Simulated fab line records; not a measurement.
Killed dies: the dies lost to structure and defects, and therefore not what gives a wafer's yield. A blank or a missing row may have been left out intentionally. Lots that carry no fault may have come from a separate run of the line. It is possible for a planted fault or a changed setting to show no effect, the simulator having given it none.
Chamber matching | flow n5 finfet | 4 sister chambers for N5_FIN_SAQP_ETCH_67 on rie diel-06
The step etches SiNx in CH3F/O2, target depth 30 nm. 4 wafers are shown with their chamber, then 10 later ones without.

## EACH WAFER AND ITS CHAMBER
wafer  | chamber | throttle valve pct (%)
L077.4 | 3       | 16.89
L080.2 | 1       | 16.62
L080.6 | 2       | 16.23
L082.5 | 0       | 16.34

## WAFERS WITH NO CHAMBER GIVEN
wafer  | throttle valve pct (%)
L082.6 | 16.63
L085.1 | 16.38
L085.2 | 16.27
L085.6 | 16.63
L086.4 | 16.37
L086.5 | 16.25
L086.6 | 16.65
L087.1 | 16.24
L087.3 | 16.66
L087.5 | 16.36

## EACH ONE'S CHAMBER
wafer  | from the rows above     | in truth
L082.6 | 1                       | 1
L085.1 | 0                       | 0
L085.2 | can't be placed: 2 or 0 | 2
L085.6 | 1                       | 1
L086.4 | 0                       | 0
L086.5 | 2                       | 2
L086.6 | 1                       | 1
L087.1 | 2                       | 2
L087.3 | 1                       | 1
L087.5 | 0                       | 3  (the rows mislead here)
Placed correctly: 8 of 10. These rows do not allow placing 1 (true chamber among the candidates in 1). Wrongly placed: 1.
How it was worked out, from the rows above alone: a wafer's distance from a chamber is the root of the sum, over the readings, of the square of ((its reading less the chamber's mean) divided by the reading's scatter). The wafer belongs to the nearest chamber; if the next one is less than 2 further off, it can't be placed. Each chamber's mean is taken over the wafers shown for it. The scatter: root of mean squared gap, hidden wafer to nearest shown wafer, with one shown wafer a chamber.
